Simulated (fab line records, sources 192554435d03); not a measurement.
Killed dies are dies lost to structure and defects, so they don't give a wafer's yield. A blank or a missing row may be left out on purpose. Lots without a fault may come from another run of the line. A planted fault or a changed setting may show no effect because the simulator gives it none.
fab line records | flow n5_finfet
record lots=7 wafers=21
route steps=1938 shown BEOL_M14@1716 BEOL_M15@1800 TV_OPEN@1887
start_h: hours from the record's first day to the start of the lot's first wafer shown | wait_h: hours since the lot's step before | " the same as in the row above | L1.1+2: a row that stands for several wafers | - no value, or no start given | * or withheld: withheld | < > ~ a bound
route shown NAME@n: a module of which the file shows steps, and the number in the route of the first | usual: mean/standard deviation of fault-free wafers | same: alike in all rows | chamber/n: place in a boat | sites: the reading at each site | _std_site: their standard deviation | _edge_site: outer sites' mean less inner sites' | radius_mm: how far each site lies from the wafer's centre | mask NAME#n: copy n | behind: the tool/chamber that last shaped the wafer | hold: why the lot was held/for how many hours/how that ended | device: the transistor (n, p or np) that didn't switch | end of line: the same wafers' tests at the end of the route | a step without rows: its recipe alone | killed: dies lost to structure and defects at the first sort, not the wafer's yield | map: a wafer's dies, x killed, . not, _ none there
set.NAME: the setting as run; set.NAME@STEP: as run at that earlier step | model.NAME: the simulator's own value behind a step, which no gauge read
lots whose settings were changed on purpose; a table a step, a row a wafer
## steps
# step N5_BEOL_M14_ILD_DEP_00
# recipe material=SiO2 target_thk_a=11193 temp_c=400 precursor=TEOS/O2 pressure_torr=6.5 rf_w=900 teos_flow_sccm=161.4 gas=O2 flow_sccm=2650 time_s=237.4
# columns lot.wafer tool chamber start_h wait_h set.time_s model.SiO2_of_BEOL_M14_ILD_DEP_00.thk_nm
L075.1 pecvd-01 0 257.10 0.0 237.4 1123
L075.3 " 2 " " 237.4 1113
L075.5 " 1 " " 237.4 1111
L078.3 pecvd-01 1 272.59 0.0 237.4 1087
L078.4 " 2 " " 270.1 1287
L078.6 " 0 " " 270.1 1275
L083.4 pecvd-01 0 298.82 0.1 237.4 1121
L083.5 " 2 " " 237.4 1124
L083.6 " 1 " " 237.4 1111
L082.1 pecvd-02 0 299.99 0.0 237.4 1095
L082.3 " 1 " " 267.8 1239
L082.5 " 0 " " 267.8 1260
L084.1 pecvd-01 1 305.50 0.0 237.4 1077
L084.4 " 1 " " 223.7 1038
L084.5 " 0 " " 223.7 1062
L087.1 pecvd-04 0 334.51 0.0 237.4 1124
L087.2 " 1 " " 237.4 1115
L087.4 " 1 " " 237.4 1138
L093.1 pecvd-04 1 369.46 0.0 252.1 1168
L093.4 " 0 " " 237.4 1119
L093.5 " 2 " " 252.1 1201
# step N5_BEOL_M14_THK_MEAS_01
# recipe reads=SiO2_of_BEOL_M14_ILD_DEP_00
# usual M14_ILD_THK=1114/17
# columns lot.wafer tool chamber start_h wait_h set.time_s@BEOL_M14_ILD_DEP_00 M14_ILD_THK[nm]
L075.1 film_metro-01 - 257.29 0.1 237.4 1124
L075.3 " - " " 237.4 1112
L075.5 " - " " 237.4 1111
L078.3 film_metro-02 - 272.78 0.1 237.4 1088
L078.4 " - " " 270.1 1286
L078.6 " - " " 270.1 1276
L083.4 film_metro-02 - 298.94 0.0 237.4 1120
L083.5 " - " " 237.4 1124
L083.6 " - " " 237.4 1111
L082.1 film_metro-01 - 300.18 0.1 237.4 1096
L082.3 " - " " 267.8 1237
L082.5 " - " " 267.8 1261
L084.1 film_metro-01 - 305.77 0.2 237.4 1078
L084.4 " - " " 223.7 1039
L084.5 " - " " 223.7 1062
L087.1 film_metro-01 - 334.71 0.1 237.4 1122
L087.2 " - " " 237.4 1115
L087.4 " - " " 237.4 1137
L093.1 film_metro-02 - 369.65 0.1 252.1 1169
L093.4 " - " " 237.4 1120
L093.5 " - " " 252.1 1200
# step N5_BEOL_M14_COAT_58
# recipe resist=BARC temp_c=205 time_s=60 spin_rpm=1500 resist_thk_nm=89
# step N5_BEOL_M14_COAT_04
# recipe spin_rpm=1704 resist_thk_nm=800
# step N5_BEOL_M14_DESCUM_15
# recipe chemistry=O2 time_s=7.9 source_power_w=50 bias_power_w=20 pressure_mtorr=20 rf_frequency_hz=2.712e+07 temp_c=40 o2_flow_sccm=225
# step N5_BEOL_M14_ETCH_59
# recipe chemistry=N2/H2 target=BARC target_depth_a=890 overetch_a=267 time_s=67.9 ion_energy_ev=200 pressure_mtorr=30 source_w=840 bias_w=150 n2_flow_sccm=200 h2_flow_sccm=200
# step N5_BEOL_M14_VIA_ETCH_16
# recipe chemistry=C4F8/O2/Ar target=SiO2 he_inner_torr=15 he_outer_torr=30 target_depth_a=12313 time_s=withheld ion_energy_ev=800 pressure_mtorr=20 source_w=1905 bias_w=2040 Ar_flow_sccm=400 C4F8_flow_sccm=16 O2_flow_sccm=12 ends=cleared
# columns lot.wafer tool chamber start_h wait_h set.time_s@BEOL_M14_ILD_DEP_00 model.etch.depth_nm model.coat_of_BEOL_M14_COAT_04.thk_nm
L075.1 rie_diel-03 0 257.90 0.0 * 1123 449
L075.3 " 1 " " * 1113 450
L075.5 " 3 " " * 1111 450.8
L078.3 rie_diel-02 1 273.26 0.0 * 1087 463.8
L078.4 " 2 " " * 1287 421.2
L078.6 " 0 " " * 1275 419
L083.4 rie_diel-02 2 299.63 0.1 * 1121 458.8
L083.5 " 1 " " * 1124 453.2
L083.6 " 3 " " * 1111 457.8
L082.1 rie_diel-02 2 300.66 0.0 * 1095 463
L082.3 " 1 " " * 1239 425.6
L082.5 " 2 " " * 1260 426.4
L084.1 rie_diel-03 3 306.32 0.0 * 1077 463.8
L084.4 " 1 " " * 1038 470.4
L084.5 " 1 " " * 1062 464.8
L087.1 rie_diel-06 3 335.37 0.0 * 1124 451.2
L087.2 " 2 " " * 1115 454
L087.4 " 0 " " * 1138 450.4
L093.1 rie_diel-03 2 370.50 0.0 * 1168 447.2
L093.4 " 1 " " * 1119 452.8
L093.5 " 1 " " * 1201 432.2
# step N5_BEOL_M15_EXPOSE_25
# recipe mask_id=M15 na=0.8 source_shape=annular sigma_inner=0.5 sigma_outer=0.8 polarization=unpolarized target_cd_nm=400 dose_mj=35.5
# columns lot.wafer tool chamber start_h wait_h mask set.dose_mj
L075.1+5 krf_scanner-02 0 265.14 - M15#0 34.13
L075.3 " 0 " " M15#0 35.5
L078.3+4+6 krf_scanner-01 0 279.70 - M15#0 37.02
L083.4+5+6 krf_scanner-02 0 306.68 - M15#0 35.5
L082.1+3 krf_scanner-02 0 306.85 - M15#0 35.5
L082.5 " 0 " " M15#0 33.23
L084.1 krf_scanner-01 0 314.04 - M15#0 33.44
L084.4+5 " 0 " " M15#0 35.5
L087.1+4 krf_scanner-02 0 341.70 - M15#0 35.5
L087.2 " 0 " " M15#0 37.85
L093.1+4 krf_scanner-02 0 377.66 - M15#0 35.5
L093.5 " 0 " " M15#0 36.44
# step N5_BEOL_M15_PEB_26
# recipe peb_temp_c=130 peb_time_s=90
# step N5_BEOL_M15_DEVELOP_27
# recipe develop_time_s=45 rinse_liquid=diw dry=air_spin dev_temp_c=21
# step N5_BEOL_M15_HARDBAKE_32
# recipe temp_c=130 time_s=120
# step N5_BEOL_M15_CD_MEAS_28
# recipe target_cd_nm=407.6 landing_energy_ev=500 detector=se_inlens
# usual cd_nm=408.4/1.6
# columns lot.wafer tool chamber start_h wait_h set.dose_mj@BEOL_M15_EXPOSE_25 cd_nm
L075.1 cd_sem-02 0 265.31 - 34.13 406.6
L075.3 " 0 " " 35.5 409.8
L075.5 " 0 " " 34.13 402.7
L078.3 cd_sem-03 0 279.87 - 37.02 411.9
L078.4 " 0 " " 37.02 414.2
L078.6 " 0 " " 37.02 416.7
L083.4 cd_sem-02 0 306.84 - 35.5 408.4
L083.5 " 0 " " 35.5 406.8
L083.6 " 0 " " 35.5 407.3
L082.1 cd_sem-01 0 307.03 - 35.5 408.1
L082.3 " 0 " " 35.5 409.7
L082.5 " 0 " " 33.23 397.7
L084.1 cd_sem-03 0 314.21 - 33.44 399.1
L084.4 " 0 " " 35.5 407.6
L084.5 " 0 " " 35.5 408.7
L087.1 cd_sem-02 0 341.87 - 35.5 404.7
L087.2 " 0 " " 37.85 417.3
L087.4 " 0 " " 35.5 404.7
L093.1 cd_sem-02 0 377.83 - 35.5 410.1
L093.4 " 0 " " 35.5 409.0
L093.5 " 0 " " 36.44 411.5
# step N5_BEOL_M15_DESCUM_33
# recipe chemistry=O2 time_s=7.9 source_power_w=50 bias_power_w=20 pressure_mtorr=20 rf_frequency_hz=2.712e+07 temp_c=40 o2_flow_sccm=225
# columns lot.wafer tool chamber start_h wait_h set.dose_mj@BEOL_M15_EXPOSE_25 model.BEOL_M15.cd_nm
L075.1 rie_diel-04 0 265.48 0.1 34.13 406.4
L075.3 " 3 " " 35.5 409.8
L075.5 " 1 " " 34.13 402.6
L078.3 rie_diel-05 0 279.95 0.0 37.02 412
L078.4 " 1 " " 37.02 414
L078.6 " 0 " " 37.02 416.4
L083.4 rie_diel-05 2 306.94 0.0 35.5 408.4
L083.5 " 1 " " 35.5 406.6
L083.6 " 0 " " 35.5 407
L082.1 rie_diel-01 1 307.12 0.0 35.5 408.4
L082.3 " 0 " " 35.5 409.8
L082.5 " 0 " " 33.23 397.6
L084.1 rie_diel-04 1 314.30 0.0 33.44 399.6
L084.4 " 0 " " 35.5 407.4
L084.5 " 3 " " 35.5 409
L087.1 rie_diel-04 3 341.97 0.0 35.5 404.4
L087.2 " 2 " " 37.85 417.8
L087.4 " 1 " " 35.5 404.6
L093.1 rie_diel-05 2 377.92 0.0 35.5 410
L093.4 " 3 " " 35.5 408.8
L093.5 " 3 " " 36.44 411.8
# step N5_BEOL_M15_TRENCH_ETCH_34
# recipe chemistry=C4F8/O2/Ar target=SiO2 target_depth_a=8729.3 he_inner_torr=15 he_outer_torr=30 time_s=199 ion_energy_ev=800 pressure_mtorr=20 source_w=1905 bias_w=2040 Ar_flow_sccm=400 C4F8_flow_sccm=16 O2_flow_sccm=12
# usual rf_vpp_V=2219/37
# columns lot.wafer tool chamber start_h wait_h set.bias_w rf_vpp_V
L075.1 rie_diel-04 0 265.57 0.0 2040 2167
L075.3 " 3 " " 2040 2239
L075.5 " 1 " " 2176 2330
L078.3 rie_diel-05 0 280.04 0.0 2040 2252
L078.4 " 1 " " 2040 2202
L078.6 " 0 " " 2040 2251
L083.4 rie_diel-05 2 307.09 0.1 2040 2285
L083.5 " 1 " " 2040 2201
L083.6 " 0 " " 2040 2250
L082.1 rie_diel-01 1 307.21 0.0 2040 2170
L082.3 " 0 " " 1710 1965
L082.5 " 0 " " 1710 1964
L084.1 rie_diel-04 1 314.39 0.0 2354 2458
L084.4 " 0 " " 2354 2391
L084.5 " 3 " " 2040 2240
L087.1 rie_diel-04 3 342.06 0.0 1721 1985
L087.2 " 2 " " 2040 2260
L087.4 " 1 " " 2040 2230
L093.1 rie_diel-05 2 378.00 0.0 2040 2282
L093.4 " 3 " " 2234 2304
L093.5 " 3 " " 2040 2164
# step N5_BEOL_M15_STRIP_36
# recipe chemistry=O2 power_w=600 temp_c=60 pressure_mtorr=30 rf_frequency_hz=6e+07 bias_power_w=0 overash_fraction=0.3 o2_flow_sccm=225
# step N5_BEOL_M15_ANNEAL_48
# recipe temp_c=225 time_s=90 ambient=N2
# step N5_BEOL_M15_CMP_49
# recipe stop_on=SiO2 t_overpolish_s=4.9 down_force_psi=2 platen_rpm=80 clearing_platen_down_force_psi=2 clearing_platen_rpm=80 post_cmp_clean=cu_alkaline target_thk_nm=850 clearing_platen_pad_velocity_m_s=1.5917 pad_velocity_m_s=1.5917
# step N5_BEOL_M15_THK_MEAS_50
# recipe thk_meas_gauge=xrf reads=Cu_of_BEOL_M15_ECD_47
# usual M15_THK=839/17
# columns lot.wafer tool chamber start_h wait_h set.bias_w@BEOL_M15_TRENCH_ETCH_34 M15_THK[nm]
L075.1 film_metro-02 - 268.99 - 2040 834
L075.3 " - " " 2040 852
L075.5 " - " " 2176 860
L078.3 film_metro-01 - 283.73 - 2040 808
L078.4 " - " " 2040 820
L078.6 " - " " 2040 799
L083.4 film_metro-02 - 311.70 - 2040 843
L083.5 " - " " 2040 828
L083.6 " - " " 2040 817
L082.1 film_metro-02 - 312.42 - 2040 831
L082.3 " - " " 1710 781
L082.5 " - " " 1710 784
L084.1 film_metro-02 - 317.65 - 2354 885
L084.4 " - " " 2354 890
L084.5 " - " " 2040 854
L087.1 film_metro-01 - 346.76 - 1721 826
L087.2 " - " " 2040 855
L087.4 " - " " 2040 845
L093.1 film_metro-02 - 382.15 - 2040 849
L093.4 " - " " 2234 890
L093.5 " - " " 2040 869
# step N5_PASSIVATION_PASS_ETCH_74
# recipe chemistry=CF4/O2 target=SiNx target_depth_a=2200 time_s=110 ion_energy_ev=100 pressure_mtorr=40 source_w=535 bias_w=49 Ar_flow_sccm=100 cf4_flow_sccm=100 O2_flow_sccm=10
# usual rf_vpp_V=239/4.9
# columns lot.wafer tool chamber start_h wait_h set.source_w rf_vpp_V model.etch.depth_nm model.TV_OPEN.cd_offset_nm
L075.1 rie_diel-05 1 277.20 0.0 505 246 207.5 -0.6
L075.3 " 0 " " 505 253 198.5 1
L075.5 " 0 " " 505 251 197.3 0.6
L078.3 rie_diel-04 2 292.67 0.0 535 246 222.8 0
L078.4 " 1 " " 593.8 229 248 -1.8
L078.6 " 2 " " 535 244 223.1 -0.2
L083.4 rie_diel-04 3 318.79 0.0 535 242 227.5 -0.6
L083.5 " 1 " " 535 241 230.4 -0.2
L083.6 " 2 " " 535 247 226.9 0.6
L082.1 rie_diel-01 3 321.25 0.0 535 240 218.5 0.2
L082.3 " 0 " " 535 241 221.5 0.8
L082.5 " 1 " " 591.3 223 238.5 -0.6
L084.1 rie_diel-05 1 332.35 0.0 535 238 221.8 0.2
L084.4 " 0 " " 454.9 267 182.5 2.2
L084.5 " 3 " " 535 235 227.5 -0.6
L087.1 rie_diel-01 2 357.00 0.0 449.5 259 186.6 2
L087.2 " 1 " " 535 234 215.9 -0.4
L087.4 " 0 " " 449.5 263 188.7 2.2
L093.1 rie_diel-01 2 391.38 0.0 565.2 229 231.3 0
L093.4 " 0 " " 535 240 223.1 1
L093.5 " 2 " " 535 235 219.9 0.2
# step N5_PASSIVATION_ETCH_15
# recipe chemistry=CF4/N2 target=SiCN target_depth_a=750 taper_deg=2 time_s=81.2 ion_energy_ev=150 mask_material=SiNx pressure_mtorr=40 source_w=430 bias_w=70 Ar_flow_sccm=100 cf4_flow_sccm=60 n2_flow_sccm=60
# usual rf_vpp_V=382.2/2
# columns lot.wafer tool chamber start_h wait_h set.bias_w rf_vpp_V
L075.1 rie_diel-05 1 - - 70 379.2
L075.3 " 0 " " 70 384.9
L075.5 " 0 " " 70 383.4
L078.3 rie_diel-04 2 - - 78.67 415.4
L078.4 " 1 " " 70 384.9
L078.6 " 2 " " 70 384.6
L083.4 rie_diel-04 3 - - 70 384.7
L083.5 " 1 " " 70 386.1
L083.6 " 2 " " 70 385.2
L082.1 rie_diel-01 3 - - 70 382.5
L082.3 " 0 " " 70 382.0
L082.5 " 1 " " 70 380.1
L084.1 rie_diel-05 1 - - 61.71 350.7
L084.4 " 0 " " 70 383.3
L084.5 " 3 " " 70 384.9
L087.1 rie_diel-01 2 - - 70 381.3
L087.2 " 1 " " 70 379.8
L087.4 " 0 " " 70 383.6
L093.1 rie_diel-01 2 - - 59.32 342.8
L093.4 " 0 " " 70 384.5
L093.5 " 2 " " 70 378.7
## key
split step=N5_BEOL_M14_ILD_DEP_00 setting=time_s stated=237.4 by=wafer
response step=N5_BEOL_M14_ILD_DEP_00 reading=model.SiO2_of_BEOL_M14_ILD_DEP_00.thk_nm change=+12.2 per=1% r=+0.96
response step=N5_BEOL_M14_THK_MEAS_01 reading=M14_ILD_THK change=+12.2 per=1% r=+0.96
response step=N5_BEOL_M14_VIA_ETCH_16 reading=model.etch.depth_nm change=+12.2 per=1% r=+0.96
response step=N5_BEOL_M14_VIA_ETCH_16 reading=model.coat_of_BEOL_M14_COAT_04.thk_nm change=-2.77 per=1% r=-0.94
split step=N5_BEOL_M15_EXPOSE_25 setting=dose_mj stated=35.5 by=wafer
response step=N5_BEOL_M15_CD_MEAS_28 reading=cd_nm change=+1.66 per=1% r=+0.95
response step=N5_BEOL_M15_DESCUM_33 reading=model.BEOL_M15.cd_nm change=+1.7 per=1% r=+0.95
split step=N5_BEOL_M15_TRENCH_ETCH_34 setting=bias_w stated=2040 by=wafer
response step=N5_BEOL_M15_TRENCH_ETCH_34 reading=rf_vpp_V change=+13.5 per=1% r=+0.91
response step=N5_BEOL_M15_THK_MEAS_50 reading=M15_THK change=+2.37 per=1% r=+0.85
split step=N5_PASSIVATION_PASS_ETCH_74 setting=source_w stated=535 by=wafer
response step=N5_PASSIVATION_PASS_ETCH_74 reading=rf_vpp_V change=-1.75 per=1% r=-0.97
response step=N5_PASSIVATION_PASS_ETCH_74 reading=model.etch.depth_nm change=+2.16 per=1% r=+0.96
response step=N5_PASSIVATION_PASS_ETCH_74 reading=model.TV_OPEN.cd_offset_nm change=-0.147 per=1% r=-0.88
split step=N5_PASSIVATION_ETCH_15 setting=bias_w stated=70 by=wafer
response step=N5_PASSIVATION_ETCH_15 reading=rf_vpp_V change=+2.59 per=1% r=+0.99
